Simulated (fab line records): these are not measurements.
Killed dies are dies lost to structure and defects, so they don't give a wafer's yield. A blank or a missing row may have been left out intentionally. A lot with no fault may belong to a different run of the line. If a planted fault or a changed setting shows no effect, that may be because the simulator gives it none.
Split-lot experiment	flow n5Finfet	route with 1938 steps; 7 lots, 21 wafers read

## ABOUT THE SPLIT
At N5_BEOL_M7_PECVD_70 (deposits SiO2 from TEOS/O2, target thk 20 nm, time 22.7 s), the setting tempC was moved away from the recipe's 400 C on 6 of the 21 wafers read, by +1.2% to +4.5%. This setting was run at the recipe's value on the other wafers.

## FROM THE SPLIT TO THE READING: what the file shows between them, 7 steps
- N5_BEOL_M7_COAT_05: resist thk 90 nm (also split here: spinRpm)
- N5_BEOL_M7_EBR_07
- N5_BEOL_M7_SOFTBAKE_06: time 60 s
- N5_BEOL_M7_EXPOSE_08: exposes mask M7
- N5_BEOL_M7_PEB_09: peb time 60 s
- N5_BEOL_M7_DEVELOP_10: develop time 30 s
- N5_BEOL_M7_STRIP_80: strips in N2/H2, time 10 s

## THE READING
SiO2_of_BEOL_M7_PECVD_70.thkNm (the simulator's own value, which no gauge read), in nm, at N5_BEOL_M7_HM_STRIP_39 (strips TiN in peroxide tin strip, target depth 25 nm, time 158 s). The file does not state a usual value for it. Average 20.0 nm, standard deviation 0.21 nm, over the 15 wafers here run with the recipe.

wafer	tool, chamber at the split	tempC as run, C	against the recipe	SiO2_of_BEOL_M7_PECVD_70.thkNm, nm	against lot-mates on the recipe
L078.1	pecvd-01, 1,2	400	recipe	19.8	-
L078.3	pecvd-01, 1,2	400	recipe	19.8	-
L078.5	pecvd-01, 2	400	recipe	20	-
L081.1	pecvd-02, 2	406.9	+1.7%	18.8	-1.2
L081.2	pecvd-02, 1	400	recipe	19.8	-
L081.5	pecvd-02, 1	400	recipe	20.2	-
L088.3	pecvd-01, 1	400	recipe	19.8	-
L088.5	pecvd-01, 1	400	recipe	19.8	-
L088.6	pecvd-01, 0	400	recipe	20.2	-
L093.3	pecvd-02, 0	417.9	+4.5%	17.4	-2.5
L093.5	pecvd-02, 2	400	recipe	20.2	-
L093.6	pecvd-02, 0	400	recipe	19.6	-
L094.1	pecvd-04, 1,2	400	recipe	20.2	-
L094.6	pecvd-04, 1,2	400	recipe	20.2	-
L094.2	pecvd-04, 2	404.6	+1.2%	19.4	-0.8
L096.1	pecvd-02, 0,1	400	recipe	19.8	-
L096.2	pecvd-02, 0,1	400	recipe	19.8	-
L096.6	pecvd-02, 0	414.5	+3.6%	18.4	-1.4
L097.1	pecvd-01, 2,1	407.3	+1.8%	18.8	-1.4
L097.2	pecvd-01, 2,1	407.3	+1.8%	18.6	-1.6
L097.5	pecvd-01, 2	400	recipe	20.2	-
When a row names more than one chamber, that row covers several wafers, and the file does not tell which wafer ran in which chamber.

FIT RESULTS
A straight line over all 21 wafers: SiO2_of_BEOL_M7_PECVD_70.thkNm changes by -0.546 nm for each +1% of tempC; r = -0.95; the points scatter about the line by 0.24 nm.
The same after taking each lot's own level away (the mean of its wafers on the recipe; 21 wafers): -0.546 nm for each +1%; r = -0.94; scatter 0.26 nm.
On that fit, the largest move of tempC shifts the reading by 2.4 nm.
Measured against the standard deviation above, the lots' own levels, which go from 19.80 to 20.20 nm, span 1.9 times it.
The two slopes are in agreement: the lot-to-lot level therefore moves the slope only a little.
Check: -2.47 nm against its lot-mates is what the line predicts for one of the wafers moved furthest among these (+4.5%) when that wafer is left out of the fit. Against them it came out at -2.5 nm.

## FURTHER SPLITS ON THESE WAFERS
Other splits were also applied to these wafers ahead of the reading. Each is held against what the fit with the lots' levels taken away leaves over:
other split on the same wafers	wafers away from the commonest value	r with SiO2_of_BEOL_M7_PECVD_70.thkNm (lot level and that fit taken away)
N5_BEOL_M2_TRENCH_ETCH_37 sourceW	6	-0.30
N5_BEOL_M3_EXPOSE_25 doseMj	6	-0.17
N5_BEOL_M3_DESCUM_33 timeS	9	+0.02
N5_BEOL_M3_SPUTTER_81 timeS	6	-0.46
N5_BEOL_M5_ETCH_68 timeS	7	+0.09
N5_BEOL_M5_ETCH_41 sourceW	11	+0.27
N5_BEOL_M6_PECVD_70 tempC	8	+0.32
N5_BEOL_M6_COAT_05 spinRpm	4	+0.05
N5_BEOL_M7_COAT_05 spinRpm	7	-0.25

## THE WHOLE CHAIN: every reading that the file lists as answering this split, in the file's order
step	what it does	reading	change (the file's fit)	r (the file's)
N5_BEOL_M7_PECVD_70	deposits SiO2 from TEOS/O2, target thk 20 nm, time 22.7 s	SiO2_of_BEOL_M7_PECVD_70.thkNm (the simulator's own value, which no gauge read)	-0.585 nm for each +1% of the setting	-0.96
N5_BEOL_M7_HM_STRIP_39	strips TiN in peroxide tin strip, target depth 25 nm, time 158 s	SiO2_of_BEOL_M7_PECVD_70.thkNm (the simulator's own value, which no gauge read)	-0.539 nm for each +1% of the setting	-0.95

## THE FILE'S OWN FIT
SiO2_of_BEOL_M7_PECVD_70.thkNm changes by -0.539 nm for each +1% of tempC, r = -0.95.
